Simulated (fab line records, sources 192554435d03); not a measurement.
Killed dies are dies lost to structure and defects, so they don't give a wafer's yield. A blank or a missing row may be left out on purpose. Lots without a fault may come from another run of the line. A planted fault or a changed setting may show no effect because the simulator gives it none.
Chamber matching | flow n5_finfet | N5_BEOL_M3_DESCUM_16 on rie_diel-02: 4 sister chambers
The step chemistry O2, time 7 s. 4 wafers are shown with their chamber, then 8 later ones without.

WAFERS WITH THEIR CHAMBER
wafer  | chamber | showerhead_plenum_p_Torr (Torr)
L081.1 | 1       | 2.20
L082.5 | 0       | 2.14
L084.4 | 2       | 2.02
L088.1 | 3       | 2.08

WAFERS WITHOUT THEIR CHAMBER
wafer  | showerhead_plenum_p_Torr (Torr)
L088.2 | 2.01
L088.6 | 2.01
L091.1 | 2.14
L091.4 | 2.20
L091.6 | 2.08
L094.1 | 2.14
L094.4 | 2.01
L094.6 | 2.20

WHICH CHAMBER EACH WENT THROUGH
wafer  | from the rows above | in truth
L088.2 | 2                   | 2
L088.6 | 2                   | 2
L091.1 | 0                   | 0
L091.4 | 1                   | 1
L091.6 | 3                   | 3
L094.1 | 0                   | 0
L094.4 | 2                   | 2
L094.6 | 1                   | 1
Placed correctly: 8 of 8. Can't be placed from these rows: 0. Placed wrongly: 0.
How it was worked out, from the rows above alone: a wafer's distance from a chamber is the root of the sum, over the readings, of the square of ((its reading less the chamber's mean) divided by the reading's scatter). The wafer belongs to the nearest chamber; if the next one is less than 2 further off, it can't be placed. A chamber's mean is the mean of its shown wafers. The scatter: with one shown wafer a chamber, the root of the mean of the squares of how far each hidden wafer lies from its nearest shown one.
